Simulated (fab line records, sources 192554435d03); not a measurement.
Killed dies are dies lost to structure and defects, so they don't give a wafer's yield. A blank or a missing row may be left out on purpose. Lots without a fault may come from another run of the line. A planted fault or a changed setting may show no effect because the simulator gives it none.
Chamber matching | flow n5_finfet | N5_FIN_SAQP_ALD_61 on ald_sin-02: 4 sister chambers
The step deposits SiO2, target thk 4 nm, pulse time 1 s, purge time 2 s. 4 wafers are shown with their chamber, then 11 later ones without.

WAFERS WITH THEIR CHAMBER
wafer  | chamber | heater_power_w (W)
L085.6 | 2       | 499
L087.2 | 1       | 425
L087.6 | 3       | 466
L089.2 | 0       | 504

WAFERS WITHOUT THEIR CHAMBER
wafer  | heater_power_w (W)
L089.3 | 465
L089.6 | 432
L093.1 | 500
L093.4 | 470
L093.5 | 458
L095.1 | 427
L095.3 | 508
L095.4 | 468
L097.1 | 494
L097.4 | 501
L097.5 | 494

WHICH CHAMBER EACH WENT THROUGH
wafer  | from the rows above     | in truth
L089.3 | 3                       | 3
L089.6 | 1                       | 1
L093.1 | can't be placed: 2 or 0 | 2
L093.4 | 3                       | 3
L093.5 | 3                       | 3
L095.1 | 1                       | 1
L095.3 | can't be placed: 0 or 2 | 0
L095.4 | 3                       | 3
L097.1 | can't be placed: 2 or 0 | 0
L097.4 | can't be placed: 2 or 0 | 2
L097.5 | can't be placed: 2 or 0 | 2
Placed correctly: 6 of 11. Can't be placed from these rows: 5 (the true chamber is among the candidates in 5). Placed wrongly: 0.
How it was worked out, from the rows above alone: a wafer's distance from a chamber is the root of the sum, over the readings, of the square of ((its reading less the chamber's mean) divided by the reading's scatter). The wafer belongs to the nearest chamber; if the next one is less than 2 further off, it can't be placed. A chamber's mean is the mean of its shown wafers. The scatter: with one shown wafer a chamber, the root of the mean of the squares of how far each hidden wafer lies from its nearest shown one.
